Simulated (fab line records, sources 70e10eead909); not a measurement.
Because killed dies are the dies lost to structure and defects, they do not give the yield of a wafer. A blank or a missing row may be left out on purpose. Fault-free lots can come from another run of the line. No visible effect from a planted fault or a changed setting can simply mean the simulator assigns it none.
Comparing a struck lot with a sound one    flow nandHarc    25 out of 1302 route steps
Sound: wafers L403.1, L403.2, L403.4. Wafers L398.2, L398.3, L398.5 were the ones struck. The cause comes at the end.
Per side, at each step with rows, come the tool, then ch with its chambers, and then its first start. Under that, the readings that differ: sound wafers    struck wafers    difference of the means    sigmas: that difference in standard deviations of wafers without a fault.
alike: words and numbers the same on both sides, and readings whose means are apart by under 2 such deviations; not compared: readings that were withheld, readings missing a value for some wafer, numbers with overlapping values and no deviation given by the record, and bounds like >300 which may hide the same value.
The two part at a step that has a row with sigmas, a row that says differs or no value, or rows on one side only. When numbers do not overlap yet have no deviation, they are printed without sigmas and do not part them. Lack of a reading on every wafer of one side parts them only where that side has two or more wafers.

first, 4 steps without rows for these wafers: NHARC_P_GATE_PRECLEAN_71 (cleans in SC1); NHARC_P_GATE_SRD_72; NHARC_P_GATE_OXIDE_16 (material SiO2, target thk 3 nm, ox time 392 s); NHARC_P_GATE_CVD_17 (deposits poly-Si, target thk 150 nm, time 900 s).
NHARC_P_GATE_HM_DEP_102: deposits aC, target thk 120 nm.
  sound on aclDep-01 ch 0, day 14 02:44; struck on aclDep-01 ch 0, day 11 22:02
  alike: throttleValvePct
NHARC_P_GATE_DEP_103: deposits SiON, target thk 30 nm.
  sound on pecvd-04 ch 0,2, day 14 03:23; struck on pecvd-04 ch 0,1, day 11 22:35
  alike: heaterPowerW
then, 6 steps without rows for these wafers: NHARC_P_GATE_DEHYDRATE_18 (time 120 s); NHARC_P_GATE_HMDS_19 (time 30 s); NHARC_P_GATE_COAT_20 (resist thk 90 nm); NHARC_P_GATE_SOFTBAKE_21 (time 55 s); NHARC_P_GATE_EBR_22; NHARC_P_GATE_EXPOSE_23 (exposes mask P GATE, target cd 120 nm).
NHARC_P_GATE_PEB_24: peb time 65 s.
  sound on lithoTrack-01 ch 0, day 14 03:59; struck on lithoTrack-01 ch 0, day 11 23:13
then, 1 step without rows for these wafers: NHARC_P_GATE_DEVELOP_25 (develop time 35 s).
NHARC_P_GATE_CD_MEAS_26: target cd 120 nm.
  sound on cdSem-01 ch 0, day 14 04:04; struck on cdSem-03 ch 0, day 11 23:17
reading    sound              struck             difference  sigmas
cdNm (nm)  119.1 119.0 118.7  117.0 116.8 116.6  -2.1        -4
NHARC_P_GATE_OVL_MEAS_27:
  sound on overlay-01 at day 14 04:10; struck on overlay-01 at day 11 23:23
  alike: overlayXNm, overlayYNm
NHARC_P_GATE_INSPECT_28:
  sound on defectInspect-02 at day 14 04:11; struck on defectInspect-01 at day 11 23:25
  alike: rawDefectCount
NHARC_P_GATE_DESCUM_31: chemistry O2, time 3 s.
  sound on rieDiel-05 ch 0,1,2, day 14 04:15; struck on rieDiel-03 ch 1,3, day 11 23:29
reading                 sound              struck         difference  sigmas
model.P_GATE.cdNm (nm)  119.3 119.2 118.6  117 116.9 117  -2          
  alike: drypumpMotorCurrentA, oesProductAu, rfVppV, showerheadPlenumPTorr, throttleValvePct
  not compared: rfHoursCounterH
then, 1 step without rows for these wafers: NHARC_P_GATE_ETCH_104 (etches the open film in CF4/CHF3, target depth 60 nm).
NHARC_P_GATE_HM_OPEN_105: chemistry O2/COS, target depth 360 nm.
  sound on rieDiel-05 ch 0,1,2; struck on rieDiel-03 ch 0,1,2
  alike: drypumpMotorCurrentA, oesProductAu, rfVppV, showerheadPlenumPTorr, throttleValvePct
  not compared: rfHoursCounterH
then, 1 step without rows for these wafers: NHARC_P_GATE_STRIP_106 (strips in O2/COS).
NHARC_P_GATE_ETCH_114: etches the open film in CF4/O2, target depth 30 nm, overetch 3 nm, time 16.5 s.
  sound on rieDiel-05 ch 0,2,3; struck on rieDiel-03 ch 0,2
  alike: drypumpMotorCurrentA, oes_o_777_au, oesProductAu, rfVppV, showerheadPlenumPTorr, throttleValvePct
  not compared: rfHoursCounterH
NHARC_P_GATE_ETCH_32: etches the open film in HBr/Cl2, target depth 150 nm, time 100.1 s.
  sound on rieSi-06 ch 1,2,3, day 14 04:43; struck on rieSi-02 ch 1,3, day 11 23:56
reading                 sound            struck             difference  sigmas
model.P_GATE.cdNm (nm)  119 121.6 119.4  115.6 115.8 117.6  -3.7        
  alike: drypumpMotorCurrentA, oesProductAu, throttleValvePct
  not compared: rfHoursCounterH
NHARC_P_GATE_STRIP_108: strips in O2.
  sound on rieDiel-06 ch 0,1,2, day 14 04:53; struck on rieDiel-06 ch 0,2, day 12 00:06
  alike: drypumpMotorCurrentA, oesProductAu, rfVppV, showerheadPlenumPTorr, throttleValvePct
  not compared: rfHoursCounterH
-- jump in the record: it breaks off in module P_GATE and resumes in module END (first step shown: number 1302 of the route), and 19 days separate the struck wafers' starts before and after --
NHARC_END_SORT_01:
  at this point the record logs the struck wafers (prober-02 ch 0, day 31 00:17) and has no rows for the sound ones

WHERE THEY PART
At NHARC_P_GATE_CD_MEAS_26 first; at NHARC_END_SORT_01 last (within this record only).

WHY: what had been put in by the simulator
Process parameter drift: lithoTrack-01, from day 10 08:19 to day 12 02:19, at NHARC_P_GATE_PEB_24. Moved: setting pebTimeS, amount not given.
